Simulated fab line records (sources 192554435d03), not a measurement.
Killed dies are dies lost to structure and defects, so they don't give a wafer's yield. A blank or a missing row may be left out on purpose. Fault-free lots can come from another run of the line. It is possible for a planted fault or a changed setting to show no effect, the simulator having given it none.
fab line records | flow n5Finfet
[record] lots = 7 | wafers = 21
route steps=1938 shown BEOL_M8@1377 BEOL_M9@1446 BEOL_M10@1494 BEOL_M11@1539
startH: hours from the record's opening day to when the first of the lot's shown wafers began | waitH: how many hours have passed since the lot's step before this one | " unchanged from the row above | L1.1+2: a single row standing in for several wafers | - value missing, or start not given | * or withheld: withheld | < > ~ a bound
route shown NAME@n: a module of which the file shows steps, and the number in the route of the first | usual: mean and standard deviation over wafers with no fault | same: alike in all rows | chamber/n: place in a boat | sites: the reading at each site | _std_site: standard deviation of those values | _edge_site: inner sites' mean taken away from outer sites' mean | radiusMm: for every site, how far away it sits from the centre of the wafer | mask NAME#n: copy n | behind: the last tool/chamber to shape the wafer | hold: the reason the lot was held/the length of the hold in hours/how it ended | device: transistor that didn't switch, given as n, p or np | end of line: the tests these same wafers got at the end of their route | for a step that has no rows: nothing shown but its recipe | killed: the dies lost at the first sort to structure and to defects; this is not the yield of the wafer | map: per-die view of a wafer (x killed, . not killed, _ where there is no die)
set.NAME: the setting as run; set.NAME@STEP: as run at that earlier step | model.NAME: the simulator's own value behind a step, which no gauge read
lots where settings were altered on purpose, with a table for each step and a row for each wafer
[[steps]]
[step N5_BEOL_M8_TRENCH_ETCH_37]
[recipe] chemistry = C4F6/O2 | targetDepthA = 934.78 | target = SiCOH_lowk | timeS = 31.2 | ionEnergyEv = 250 | pressureMtorr = 30 | sourceW = 345 | biasW = 185 | Ar_flow_sccm = 300 | C4F6_flow_sccm = 10 | O2_flow_sccm = 10
lot.wafer | tool       | chamber | startH | waitH | set.timeS | model.etch.depthNm | model.BEOL_M8.featureDepthNm
L074.4    | rieDiel-06 | 2       | -      | -     | 31.2      | 95.29              | 95.2
L074.5    | "          | 0       | "      | "     | 31.2      | 93.01              | 93
L074.6    | "          | 1       | "      | "     | 31.2      | 95.38              | 95.4
L075.2    | rieDiel-03 | 3       | -      | -     | 37.59     | 113.5              | 113.4
L075.3    | "          | 1       | "      | "     | 31.2      | 95.06              | 95
L075.6    | "          | 1       | "      | "     | 31.2      | 95.59              | 95.6
L076.3    | rieDiel-05 | 2       | -      | -     | 31.2      | 95.74              | 95.8
L076.5    | "          | 1       | "      | "     | 33.41     | 98.63              | 98.6
L076.6    | "          | 0       | "      | "     | 31.2      | 93.39              | 93.4
L080.1    | rieDiel-05 | 3       | -      | -     | 26.17     | 78.97              | 79
L080.5    | "          | 3       | "      | "     | 26.17     | 79.08              | 79
L080.6    | "          | 0       | "      | "     | 26.17     | 78.13              | 78.2
L085.3+4  | rieDiel-05 | 2,3     | -      | -     | 37.63     | 114.2              | 114.2
L085.5    | "          | 2       | "      | "     | 31.2      | 94.36              | 94.4
L086.1    | rieDiel-03 | 2       | -      | -     | 31.2      | 93.54              | 93.6
L086.2    | "          | 0       | "      | "     | 31.2      | 96.81              | 96.8
L086.5    | "          | 3       | "      | "     | 31.2      | 95.54              | 95.6
L097.3    | rieDiel-05 | 3       | -      | -     | 31.2      | 94.76              | 94.8
L097.5    | "          | 2       | "      | "     | 28.28     | 85.87              | 85.8
L097.6    | "          | 1       | "      | "     | 31.2      | 96.65              | 96.6
[step N5_BEOL_M8_ETCH_41]
[recipe] chemistry = CH3F/O2 | target = SiCN | targetDepthA = 319 | taperDeg = 2 | timeS = 57.8 | ionEnergyEv = 120 | maskMaterial = TiN | pressureMtorr = 30 | sourceW = 395 | biasW = 75 | Ar_flow_sccm = 150 | CH3F_flow_sccm = 30 | O2_flow_sccm = 20
[step N5_BEOL_M8_STRIP_80]
[recipe] chemistry = N2/H2 | timeS = 10 | powerW = 450 | tempC = 40 | pressureMtorr = 20 | rfFrequencyHz = 6e+07 | biasPowerW = 7 | n2FlowSccm = 200 | h2FlowSccm = 200
[step N5_BEOL_M8_OCD_MEAS_38]
[usual] trenchDepthNm = 94.1/1.3
lot.wafer | tool   | chamber | startH | waitH | set.timeS@BEOL_M8_TRENCH_ETCH_37 | trenchDepthNm
L074.4    | ocd-01 | -       | 204.57 | -     | 31.2                             | 95.4
L074.5    | "      | -       | "      | "     | 31.2                             | 93.2
L074.6    | "      | -       | "      | "     | 31.2                             | 95.6
L075.2    | ocd-01 | -       | 224.77 | -     | 37.59                            | 113.5
L075.3    | "      | -       | "      | "     | 31.2                             | 95.3
L075.6    | "      | -       | "      | "     | 31.2                             | 95.5
L076.3    | ocd-02 | -       | 229.16 | -     | 31.2                             | 95.5
L076.5    | "      | -       | "      | "     | 33.41                            | 98.5
L076.6    | "      | -       | "      | "     | 31.2                             | 93.4
L080.1    | ocd-02 | -       | 262.63 | -     | 26.17                            | 79.1
L080.5    | "      | -       | "      | "     | 26.17                            | 78.7
L080.6    | "      | -       | "      | "     | 26.17                            | 78.2
L085.3    | ocd-01 | -       | 281.60 | -     | 37.63                            | 114.4
L085.4    | "      | -       | "      | "     | 37.63                            | 114.7
L085.5    | "      | -       | "      | "     | 31.2                             | 94.3
L086.1    | ocd-01 | -       | 281.77 | -     | 31.2                             | 93.2
L086.2    | "      | -       | "      | "     | 31.2                             | 96.8
L086.5    | "      | -       | "      | "     | 31.2                             | 95.3
L097.3    | ocd-01 | -       | 374.33 | -     | 31.2                             | 95.0
L097.5    | "      | -       | "      | "     | 28.28                            | 85.6
L097.6    | "      | -       | "      | "     | 31.2                             | 96.9
[step N5_BEOL_M8_ALD_77]
[recipe] material = TaN | targetThkA = 20 | tempC = 275 | aldPrecursorFamily = PDMAT | aldCoReactant = NH3 | pressureTorr = 3 | carrierFlowSccm = 1500 | pulseTimeS = 2 | purgeTimeS = 3 | coReactantPurgeTimeS = 2 | coReactantPulseTimeS = 3 | aldCycles = 40 | precursorVesselTempC = 75 | precursorVesselPressureTorr = 26.25 | precursorVesselCarrierSccm = 1000
lot.wafer  | tool        | chamber | startH | waitH | set.aldCycles
L074.4+6   | aldMetal-01 | 2,0     | 205.21 | 0.0   | 40
L074.5     | "           | 1       | "      | "     | 34
L075.2     | aldMetal-04 | 3       | 225.77 | 0.1   | 40
L075.3+6   | "           | 2,1     | "      | "     | 35
L076.3     | aldMetal-01 | 3       | 230.13 | 0.0   | 45
L076.5+6   | "           | 2,1     | "      | "     | 40
L080.1+5+6 | aldMetal-01 | 3,2,1   | 263.63 | 0.2   | 40
L085.3+4+5 | aldMetal-04 | 1,3,3   | 282.45 | 0.0   | 40
L086.1+2+5 | aldMetal-01 | 2,1,0   | 282.69 | 0.1   | 40
L097.3+5+6 | aldMetal-01 | 0,2,1   | 376.66 | 0.0   | 40
[step N5_BEOL_M8_SURFACE_TREAT_79]
[recipe] gas = Ar | timeS = * | ionEnergyEv = * | ionCurrentMaCm2 = 0.5 | pressureMtorr = * | arFlowSccm = 30
[step N5_BEOL_M8_CVD_78]
[recipe] material = Co | targetThkA = 20 | tempC = withheld | precursor = CCTBA/H2 | pressureTorr = 30 | timeS = 142.3
[step N5_BEOL_M8_ECD_50]
[recipe] material = Cu | targetThkA = 3000
[step N5_BEOL_M8_ANNEAL_51]
[recipe] tempC = 225 | timeS = 90 | ambient = N2
[step N5_BEOL_M8_CMP_52]
[recipe] stopOn = SiCOH_lowk | tOverpolishS = 6.9 | downForcePsi = 1 | platenRpm = 50 | clearingPlatenDownForcePsi = 1.5 | clearingPlatenRpm = 50 | postCmpClean = cuAlkaline | targetThkNm = 80 | clearingPlatenPadVelocityMS = 0.99484 | padVelocityMS = 0.99484
lot.wafer | tool   | chamber | startH | waitH | set.timeS@BEOL_M8_TRENCH_ETCH_37 | model.Cu_of_BEOL_M8_ECD_50.thkNm
L074.4    | cmp-02 | 1       | 206.42 | 0.1   | 31.2                             | 81.8
L074.5    | "      | 1       | "      | "     | 31.2                             | 80
L074.6    | "      | 2       | "      | "     | 31.2                             | 81.6
L075.2    | cmp-03 | 2       | 227.55 | 0.2   | 37.59                            | 102.4
L075.3    | "      | 0       | "      | "     | 31.2                             | 83
L075.6    | "      | 2       | "      | "     | 31.2                             | 83.8
L076.3    | cmp-04 | 1       | 232.18 | 0.4   | 31.2                             | 80.8
L076.6    | "      | 3       | "      | "     | 31.2                             | 79.2
L076.5    | "      | 0       | "      | "     | 33.41                            | 83.8
L080.1    | cmp-04 | 1       | 264.89 | 0.3   | 26.17                            | 64.6
L080.5    | "      | 1       | "      | "     | 26.17                            | 65
L080.6    | "      | 2       | "      | "     | 26.17                            | 64.2
L085.3    | cmp-03 | 0       | 285.27 | 0.2   | 37.63                            | 101.8
L085.4    | "      | 1       | "      | "     | 37.63                            | 102.8
L085.5    | "      | 2       | "      | "     | 31.2                             | 82.4
L086.1    | cmp-03 | 2       | 285.75 | 0.3   | 31.2                             | 80.6
L086.2    | "      | 3       | "      | "     | 31.2                             | 84.6
L086.5    | "      | 2       | "      | "     | 31.2                             | 84.2
L097.3    | cmp-03 | 3       | 377.90 | 0.2   | 31.2                             | 80.4
L097.6    | "      | 2       | "      | "     | 31.2                             | 83.4
L097.5    | "      | 3       | "      | "     | 28.28                            | 71.8
[step N5_BEOL_M8_THK_MEAS_53]
[recipe] thkMeasGauge = xrf | reads = Cu_of_BEOL_M8_ECD_50
[usual] M8_THK = 80.0/1.9
lot.wafer | tool         | chamber | startH | waitH | set.timeS@BEOL_M8_TRENCH_ETCH_37 | M8_THK[nm]
L074.4    | filmMetro-01 | -       | 206.72 | -     | 31.2                             | 81.9
L074.5    | "            | -       | "      | "     | 31.2                             | 80.2
L074.6    | "            | -       | "      | "     | 31.2                             | 81.5
L075.2    | filmMetro-01 | -       | 227.85 | -     | 37.59                            | 101.0
L075.3    | "            | -       | "      | "     | 31.2                             | 82.4
L075.6    | "            | -       | "      | "     | 31.2                             | 83.0
L076.3    | filmMetro-01 | -       | 232.40 | -     | 31.2                             | 80.4
L076.5    | "            | -       | "      | "     | 33.41                            | 83.1
L076.6    | "            | -       | "      | "     | 31.2                             | 78.7
L080.1    | filmMetro-01 | -       | 265.18 | -     | 26.17                            | 64.3
L080.5    | "            | -       | "      | "     | 26.17                            | 64.9
L080.6    | "            | -       | "      | "     | 26.17                            | 63.8
L085.3    | filmMetro-02 | -       | 285.49 | -     | 37.63                            | 103.2
L085.4    | "            | -       | "      | "     | 37.63                            | 103.5
L085.5    | "            | -       | "      | "     | 31.2                             | 83.3
L086.1    | filmMetro-02 | -       | 286.01 | -     | 31.2                             | 80.2
L086.2    | "            | -       | "      | "     | 31.2                             | 84.0
L086.5    | "            | -       | "      | "     | 31.2                             | 84.1
L097.3    | filmMetro-02 | -       | 378.15 | -     | 31.2                             | 80.1
L097.5    | "            | -       | "      | "     | 28.28                            | 71.1
L097.6    | "            | -       | "      | "     | 31.2                             | 83.1
[step N5_BEOL_M8_PRE_CLEAN_55]
[recipe] gas = NH3 | timeS = 15 | tempC = withheld | rfPowerW = 300
[step N5_BEOL_M8_DEP_56]
[recipe] material = SiCN | targetThkA = 100 | tempC = withheld | precursor = 3MS/NH3 | pressureTorr = 3 | rfW = 202 | timeS = 17.5
[step N5_BEOL_M8_RS_MEAS_57]
[recipe] thkMeasGauge = four-point-probe | reads = Cu_of_BEOL_M8_ECD_50+Co_of_BEOL_M8_CVD_78+TaN_of_BEOL_M8_ALD_77
[usual] M8_RS = 0.286/0.0076
lot.wafer | tool         | chamber | startH | waitH | set.timeS@BEOL_M8_TRENCH_ETCH_37 | M8_RS[ohm/sq]
L074.4    | filmMetro-01 | -       | 206.89 | 0.0   | 31.2                             | 0.279
L074.5    | "            | -       | "      | "     | 31.2                             | 0.285
L074.6    | "            | -       | "      | "     | 31.2                             | 0.280
L075.2    | filmMetro-02 | -       | 228.01 | 0.1   | 37.59                            | 0.215
L075.3    | "            | -       | "      | "     | 31.2                             | 0.274
L075.6    | "            | -       | "      | "     | 31.2                             | 0.271
L076.3    | filmMetro-01 | -       | 232.53 | 0.1   | 31.2                             | 0.282
L076.5    | "            | -       | "      | "     | 33.41                            | 0.271
L076.6    | "            | -       | "      | "     | 31.2                             | 0.289
L080.1    | filmMetro-01 | -       | 265.31 | 0.1   | 26.17                            | 0.368
L080.5    | "            | -       | "      | "     | 26.17                            | 0.367
L080.6    | "            | -       | "      | "     | 26.17                            | 0.371
L085.3    | filmMetro-01 | -       | 285.62 | 0.1   | 37.63                            | 0.217
L085.4    | "            | -       | "      | "     | 37.63                            | 0.214
L085.5    | "            | -       | "      | "     | 31.2                             | 0.276
L086.1    | filmMetro-01 | -       | 286.14 | 0.1   | 31.2                             | 0.282
L086.2    | "            | -       | "      | "     | 31.2                             | 0.268
L086.5    | "            | -       | "      | "     | 31.2                             | 0.269
L097.3    | filmMetro-02 | -       | 378.28 | 0.1   | 31.2                             | 0.285
L097.5    | "            | -       | "      | "     | 28.28                            | 0.325
L097.6    | "            | -       | "      | "     | 31.2                             | 0.272
[step N5_BEOL_M9_TRENCH_ETCH_37]
[recipe] chemistry = C4F6/O2 | targetDepthA = 1514.3 | target = SiCOH_lowk | timeS = 49 | ionEnergyEv = 250 | pressureMtorr = 30 | sourceW = 345 | biasW = 185 | Ar_flow_sccm = 300 | C4F6_flow_sccm = 10 | O2_flow_sccm = 10
[usual] rfVppV = 664/6.2
lot.wafer | tool       | chamber | startH | waitH | set.sourceW | rfVppV
L074.4    | rieDiel-04 | 1       | -      | -     | 345         | 659
L074.5    | "          | 1       | "      | "     | 345         | 659
L074.6    | "          | 0       | "      | "     | 287.3       | 731
L075.2    | rieDiel-04 | 1       | -      | -     | 290.9       | 718
L075.3    | "          | 3       | "      | "     | 290.9       | 736
L075.6    | "          | 0       | "      | "     | 290.9       | 726
L076.3    | rieDiel-02 | 0       | -      | -     | 345         | 660
L076.5    | "          | 1       | "      | "     | 345         | 668
L076.6    | "          | 0       | "      | "     | 345         | 661
L080.1    | rieDiel-02 | 2       | -      | -     | 345         | 663
L080.5    | "          | 1       | "      | "     | 365.2       | 649
L080.6    | "          | 2       | "      | "     | 345         | 662
L085.3    | rieDiel-01 | 0       | -      | -     | 345         | 654
L085.4    | "          | 2       | "      | "     | 345         | 666
L085.5    | "          | 1       | "      | "     | 345         | 662
L086.1    | rieDiel-04 | 0       | -      | -     | 345         | 665
L086.2    | "          | 1       | "      | "     | 345         | 657
L086.5    | "          | 2       | "      | "     | 345         | 662
L097.3    | rieDiel-04 | 3       | -      | -     | 312.7       | 709
L097.5    | "          | 1       | "      | "     | 345         | 658
L097.6    | "          | 3       | "      | "     | 312.7       | 709
[step N5_BEOL_M10_COAT_63]
[recipe] resist = SOC | tempC = 250 | timeS = 60 | spinRpm = 1500 | resistThkNm = 100
lot.wafer | tool          | chamber | startH | waitH | set.spinRpm | model.SOC_of_BEOL_M10_COAT_63.thkNm
L074.4    | lithoTrack-03 | 0       | 219.58 | 1.6   | 1500        | 100.8
L074.5+6  | "             | 0       | "      | "     | 1606        | 97.2
L075.2    | lithoTrack-03 | 0       | 240.90 | 0.7   | 1500        | 100.6
L075.3    | "             | 0       | "      | "     | 1500        | 100.2
L075.6    | "             | 0       | "      | "     | 1344        | 105.8
L076.3+5  | lithoTrack-05 | 0       | 250.58 | 2.5   | 1390        | 104.4
L076.6    | "             | 0       | "      | "     | 1500        | 100.4
L080.1    | lithoTrack-03 | 0       | 278.01 | 1.5   | 1500        | 100.2
L080.5    | "             | 0       | "      | "     | 1371        | 104.8
L080.6    | "             | 0       | "      | "     | 1371        | 105
L086.1    | lithoTrack-01 | 0       | 299.64 | 2.2   | 1500        | 100.2
L086.2    | "             | 0       | "      | "     | 1500        | 100
L086.5    | "             | 0       | "      | "     | 1500        | 99.8
L085.3    | lithoTrack-05 | 0       | 299.65 | 2.6   | 1500        | 99.6
L085.4    | "             | 0       | "      | "     | 1447        | 101.4
L085.5    | "             | 0       | "      | "     | 1500        | 99.8
L097.3    | lithoTrack-05 | 0       | 387.89 | 0.5   | 1500        | 100
L097.5+6  | "             | 0       | "      | "     | 1500        | 99.8
[step N5_BEOL_M10_COAT_64]
[recipe] resist = SiARC | tempC = 220 | timeS = 60 | spinRpm = 1500 | resistThkNm = 30
lot.wafer  | tool          | chamber | startH | waitH | set.spinRpm | model.SiARC_of_BEOL_M10_COAT_64.thkNm
L074.4+5   | lithoTrack-03 | 0       | -      | -     | 1500        | 30
L074.6     | "             | 0       | "      | "     | 1377        | 31.4
L075.2+3+6 | lithoTrack-03 | 0       | -      | -     | 1500        | 30
L076.3+5   | lithoTrack-05 | 0       | -      | -     | 1500        | 30.2
L076.6     | "             | 0       | "      | "     | 1440        | 30.8
L080.1+5   | lithoTrack-03 | 0       | -      | -     | 1500        | 30.2
L080.6     | "             | 0       | "      | "     | 1500        | 30
L086.1+2+5 | lithoTrack-01 | 0       | -      | -     | 1500        | 30
L085.3+5   | lithoTrack-05 | 0       | -      | -     | 1500        | 30.2
L085.4     | "             | 0       | "      | "     | 1429        | 31
L097.3+5   | lithoTrack-05 | 0       | -      | -     | 1500        | 30
L097.6     | "             | 0       | "      | "     | 1612        | 29
[step N5_BEOL_M10_COAT_22]
[recipe] resist = CAR-ArF | spinRpm = 1500 | resistThkNm = 90
[step N5_BEOL_M10_EBR_24]
[recipe] solvent = PGMEA | ebrWidthMm = 1.5
[step N5_BEOL_M10_DESCUM_33]
[recipe] chemistry = O2 | timeS = 7.9 | sourcePowerW = 50 | biasPowerW = 20 | pressureMtorr = 20 | rfFrequencyHz = 2.712e+07 | tempC = 40 | resist = CAR-ArF | o2FlowSccm = 225
[step N5_BEOL_M10_ETCH_65]
[recipe] chemistry = CF4 | target = SiARC | targetDepthA = 390 | maskMaterial = CAR-ArF | timeS = 65 | ionEnergyEv = 80 | pressureMtorr = 40 | sourceW = 545 | biasW = 36 | Ar_flow_sccm = 100 | cf4FlowSccm = 100 | ends = cleared
lot.wafer | tool       | chamber | startH | waitH | set.spinRpm@BEOL_M10_COAT_64 | model.etch.depthNm | model.CAR-ArF_of_BEOL_M10_COAT_22.thkNm
L074.4    | rieDiel-06 | 3       | 220.07 | 0.0   | 1500                         | 30.01              | 55.6
L074.5    | "          | 2       | "      | "     | 1500                         | 30                 | 55.8
L074.6    | "          | 3       | "      | "     | 1377                         | 31.33              | 54.4
L075.2    | rieDiel-05 | 3       | 241.40 | 0.0   | 1500                         | 30.04              | 55.6
L075.3    | "          | 0       | "      | "     | 1500                         | 30.09              | 55.4
L075.6    | "          | 3       | "      | "     | 1500                         | 29.98              | 55.6
L076.3    | rieDiel-05 | 2       | 250.95 | 0.0   | 1500                         | 30.18              | 55.6
L076.5    | "          | 1       | "      | "     | 1500                         | 30.21              | 56
L076.6    | "          | 0       | "      | "     | 1440                         | 30.78              | 55.2
L080.1    | rieDiel-06 | 3       | 278.67 | 0.0   | 1500                         | 30.17              | 55.2
L080.5    | "          | 2       | "      | "     | 1500                         | 30.17              | 54.8
L080.6    | "          | 1       | "      | "     | 1500                         | 30.03              | 55
L086.1    | rieDiel-03 | 1       | 300.02 | 0.0   | 1500                         | 29.97              | 55.6
L086.2    | "          | 0       | "      | "     | 1500                         | 30.02              | 55.8
L086.5    | "          | 0       | "      | "     | 1500                         | 29.93              | 55.6
L085.3+5  | rieDiel-03 | 1,3     | 300.65 | 0.0   | 1500                         | 30.15              | 55.4
L085.4    | "          | 2       | "      | "     | 1429                         | 30.92              | 54.8
L097.3    | rieDiel-03 | 2       | 388.46 | 0.0   | 1500                         | 30.02              | 55.4
L097.5    | "          | 0       | "      | "     | 1500                         | 29.96              | 55.4
L097.6    | "          | 3       | "      | "     | 1612                         | 28.95              | 56.6
[step N5_BEOL_M10_ETCH_66]
[recipe] chemistry = N2/H2 | target = SOC | targetDepthA = 1200 | overetchA = 240 | maskMaterial = SiARC | tempC = 40 | timeS = 180 | ionEnergyEv = 200 | pressureMtorr = 30 | sourceW = 840 | biasW = 150 | n2FlowSccm = 200 | h2FlowSccm = 200
lot.wafer | tool       | chamber | startH | waitH | set.spinRpm@BEOL_M10_COAT_63 | model.etch.depthNm
L074.4    | rieDiel-06 | 3       | 220.12 | 0.0   | 1500                         | 100.7
L074.5    | "          | 2       | "      | "     | 1606                         | 97.22
L074.6    | "          | 3       | "      | "     | 1606                         | 97.21
L075.2    | rieDiel-05 | 3       | 241.45 | 0.0   | 1500                         | 100.5
L075.3    | "          | 0       | "      | "     | 1500                         | 100.2
L075.6    | "          | 3       | "      | "     | 1344                         | 105.9
L076.3    | rieDiel-05 | 2       | 251.00 | 0.0   | 1390                         | 104.3
L076.5    | "          | 1       | "      | "     | 1390                         | 104.4
L076.6    | "          | 0       | "      | "     | 1500                         | 100.4
L080.1    | rieDiel-06 | 3       | 278.72 | 0.0   | 1500                         | 100.2
L080.5    | "          | 2       | "      | "     | 1371                         | 104.8
L080.6    | "          | 1       | "      | "     | 1371                         | 105.1
L086.1    | rieDiel-03 | 1       | 300.07 | 0.0   | 1500                         | 100.1
L086.2    | "          | 0       | "      | "     | 1500                         | 99.94
L086.5    | "          | 0       | "      | "     | 1500                         | 99.75
L085.3    | rieDiel-03 | 1       | 300.70 | 0.0   | 1500                         | 99.6
L085.4    | "          | 2       | "      | "     | 1447                         | 101.4
L085.5    | "          | 3       | "      | "     | 1500                         | 99.88
L097.3    | rieDiel-03 | 2       | 388.51 | 0.0   | 1500                         | 100
L097.5    | "          | 0       | "      | "     | 1500                         | 99.84
L097.6    | "          | 3       | "      | "     | 1500                         | 99.87
[step N5_BEOL_M10_STRIP_69]
[recipe] chemistry = N2/H2 | tempC = 40 | n2FlowSccm = 200 | h2FlowSccm = 200 | rfFrequencyHz = 6e+07
[step N5_BEOL_M10_VIA_ETCH_34]
[recipe] chemistry = C4F6/O2 | target = SiCOH_lowk | targetDepthA = 1845 | maskMaterial = SOC | taperDeg = 4 | timeS = 69.2 | ionEnergyEv = 250 | pressureMtorr = 30 | sourceW = 345 | biasW = 185 | Ar_flow_sccm = 300 | C4F6_flow_sccm = 10 | O2_flow_sccm = 10
lot.wafer | tool       | chamber | startH | waitH | set.spinRpm@BEOL_M10_COAT_63 | model.SOC_of_BEOL_M10_COAT_63.thkNm
L074.4    | rieDiel-06 | 3       | 220.25 | 0.0   | 1500                         | 92.6
L074.5    | "          | 2       | "      | "     | 1606                         | 89
L074.6    | "          | 3       | "      | "     | 1606                         | 89.2
L075.2    | rieDiel-05 | 3       | 241.58 | 0.0   | 1500                         | 92.4
L075.3    | "          | 0       | "      | "     | 1500                         | 92.2
L075.6    | "          | 3       | "      | "     | 1344                         | 98
L076.3    | rieDiel-05 | 2       | 251.13 | 0.0   | 1390                         | 96.2
L076.5    | "          | 1       | "      | "     | 1390                         | 96.6
L076.6    | "          | 0       | "      | "     | 1500                         | 92.2
L080.1    | rieDiel-06 | 3       | 278.84 | 0.0   | 1500                         | 92
L080.5    | "          | 2       | "      | "     | 1371                         | 96.6
L080.6    | "          | 1       | "      | "     | 1371                         | 97
L086.1    | rieDiel-03 | 1       | 300.19 | 0.0   | 1500                         | 92
L086.2    | "          | 0       | "      | "     | 1500                         | 91.6
L086.5    | "          | 0       | "      | "     | 1500                         | 91.4
L085.3    | rieDiel-03 | 1       | 300.82 | 0.0   | 1500                         | 91.6
L085.4    | "          | 2       | "      | "     | 1447                         | 93.4
L085.5    | "          | 3       | "      | "     | 1500                         | 91.8
L097.3    | rieDiel-03 | 2       | 388.64 | 0.0   | 1500                         | 92.2
L097.5    | "          | 0       | "      | "     | 1500                         | 91.6
L097.6    | "          | 3       | "      | "     | 1500                         | 92
[step N5_BEOL_M11_PECVD_70]
[recipe] material = SiO2 | targetThkA = 200 | tempC = 400 | precursor = TEOS/O2 | pressureTorr = 5.5 | rfW = 450 | teosFlowSccm = 53.8 | gas = O2 | flowSccm = 3000 | timeS = 22.7
lot.wafer | tool     | chamber | startH | waitH | set.tempC | model.SiO2_of_BEOL_M11_PECVD_70.thkNm
L074.4+6  | pecvd-04 | 1,0     | 224.27 | 0.1   | 400       | 20.6
L074.5    | "        | 2       | "      | "     | 388.9     | 21.8
L075.2    | pecvd-03 | 0       | 245.48 | 0.0   | 400       | 19.6
L075.3    | "        | 1       | "      | "     | 400       | 19.4
L075.6    | "        | 0       | "      | "     | 393.8     | 20.8
L076.3    | pecvd-04 | 0       | 254.70 | 0.0   | 400       | 20.2
L076.5    | "        | 1       | "      | "     | 400       | 20.4
L076.6    | "        | 2       | "      | "     | 388.3     | 21.6
L080.1    | pecvd-04 | 0       | 283.43 | 0.0   | 400       | 20
L080.5    | "        | 1       | "      | "     | 400       | 20.2
L080.6    | "        | 0       | "      | "     | 406       | 19.4
L086.1    | pecvd-01 | 2       | 303.48 | 0.0   | 400       | 19.8
L086.2    | "        | 0       | "      | "     | 400       | 20
L086.5    | "        | 1       | "      | "     | 400       | 20.2
L085.3+4  | pecvd-04 | 1,2     | 305.45 | 0.0   | 400       | 19.8
L085.5    | "        | 0       | "      | "     | 390.3     | 21
L097.3+5  | pecvd-04 | 1,2     | 392.07 | 0.0   | 385.7     | 21.8
L097.6    | "        | 0       | "      | "     | 400       | 20.2
[step N5_BEOL_M11_HM_DEP_02]
[recipe] material = TiN | targetThkA = 200 | tempC = 25 | chamberPressurePa = 0.49996
[step N5_BEOL_M11_COAT_59]
[recipe] resist = SOC | tempC = 250 | timeS = 60 | spinRpm = 1500 | resistThkNm = 100
[step N5_BEOL_M11_STRIP_77]
[recipe] chemistry = N2/H2 | timeS = 10 | powerW = 450 | tempC = 40 | pressureMtorr = 20 | rfFrequencyHz = 6e+07 | biasPowerW = 7 | n2FlowSccm = 200 | h2FlowSccm = 200
[step N5_BEOL_M11_HM_STRIP_39]
[recipe] chemistry = peroxideTinStrip | material = TiN | targetDepthA = 250 | tempC = 50 | timeS = 158
lot.wafer | tool        | chamber | startH | waitH | set.tempC@BEOL_M11_PECVD_70 | model.SiO2_of_BEOL_M11_PECVD_70.thkNm
L074.4    | wetBench-01 | 7       | 229.05 | 0.0   | 400                         | 20.4
L074.5    | "           | 3       | "      | "     | 388.9                       | 21.6
L074.6    | "           | 1       | "      | "     | 400                         | 20.6
L075.2    | wetBench-03 | 2       | 251.57 | 0.0   | 400                         | 19.4
L075.3    | "           | 3       | "      | "     | 400                         | 19.2
L075.6    | "           | 7       | "      | "     | 393.8                       | 20.6
L076.3    | wetBench-01 | 5       | 256.83 | 0.0   | 400                         | 20
L076.5    | "           | 1       | "      | "     | 400                         | 20.2
L076.6    | "           | 4       | "      | "     | 388.3                       | 21.4
L080.1    | wetBench-06 | 1       | 288.70 | 0.0   | 400                         | 19.8
L080.5    | "           | 4       | "      | "     | 400                         | 20
L080.6    | "           | 0       | "      | "     | 406                         | 19.2
L086.1    | wetBench-03 | 0       | 309.25 | 0.0   | 400                         | 19.6
L086.2    | "           | 2       | "      | "     | 400                         | 19.8
L086.5    | "           | 6       | "      | "     | 400                         | 20
L085.3+4  | wetBench-06 | 0,4     | 312.20 | 0.0   | 400                         | 19.6
L085.5    | "           | 5       | "      | "     | 390.3                       | 20.8
L097.3+5  | wetBench-06 | 1,4     | 396.46 | 0.0   | 385.7                       | 21.6
L097.6    | "           | 6       | "      | "     | 400                         | 20.2
[[key]]
[split] step = N5_BEOL_M8_TRENCH_ETCH_37 | setting = timeS | stated = 31.2 | by = wafer
[response] step = N5_BEOL_M8_TRENCH_ETCH_37 | reading = model.etch.depthNm | change = +0.918 | per = 1% | r = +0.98
[response] step = N5_BEOL_M8_TRENCH_ETCH_37 | reading = model.BEOL_M8.featureDepthNm | change = +0.916 | per = 1% | r = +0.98
[response] step = N5_BEOL_M8_OCD_MEAS_38 | reading = trenchDepthNm | change = +0.929 | per = 1% | r = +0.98
[response] step = N5_BEOL_M8_CMP_52 | reading = model.Cu_of_BEOL_M8_ECD_50.thkNm | change = +0.938 | per = 1% | r = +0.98
[response] step = N5_BEOL_M8_THK_MEAS_53 | reading = M8_THK | change = +0.928 | per = 1% | r = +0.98
[response] step = N5_BEOL_M8_RS_MEAS_57 | reading = M8_RS | change = -0.00302 | per = 1% | r = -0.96
[split] step = N5_BEOL_M8_ALD_77 | setting = aldCycles | stated = 40 | by = wafer
response none clear
[split] step = N5_BEOL_M9_TRENCH_ETCH_37 | setting = sourceW | stated = 345 | by = wafer
[response] step = N5_BEOL_M9_TRENCH_ETCH_37 | reading = rfVppV | change = -4.41 | per = 1% | r = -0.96
[split] step = N5_BEOL_M10_COAT_63 | setting = spinRpm | stated = 1500 | by = wafer
[response] step = N5_BEOL_M10_COAT_63 | reading = model.SOC_of_BEOL_M10_COAT_63.thkNm | change = -0.527 | per = 1% | r = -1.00
[response] step = N5_BEOL_M10_ETCH_66 | reading = model.etch.depthNm | change = -0.529 | per = 1% | r = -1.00
[response] step = N5_BEOL_M10_VIA_ETCH_34 | reading = model.SOC_of_BEOL_M10_COAT_63.thkNm | change = -0.543 | per = 1% | r = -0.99
[split] step = N5_BEOL_M10_COAT_64 | setting = spinRpm | stated = 1500 | by = wafer
[response] step = N5_BEOL_M10_COAT_64 | reading = model.SiARC_of_BEOL_M10_COAT_64.thkNm | change = -0.156 | per = 1% | r = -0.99
[response] step = N5_BEOL_M10_ETCH_65 | reading = model.etch.depthNm | change = -0.153 | per = 1% | r = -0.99
[response] step = N5_BEOL_M10_ETCH_65 | reading = model.CAR-ArF_of_BEOL_M10_COAT_22.thkNm | change = +0.154 | per = 1% | r = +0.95
[split] step = N5_BEOL_M11_PECVD_70 | setting = tempC | stated = 400 | by = wafer
[response] step = N5_BEOL_M11_PECVD_70 | reading = model.SiO2_of_BEOL_M11_PECVD_70.thkNm | change = -0.476 | per = 1% | r = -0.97
[response] step = N5_BEOL_M11_HM_STRIP_39 | reading = model.SiO2_of_BEOL_M11_PECVD_70.thkNm | change = -0.451 | per = 1% | r = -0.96
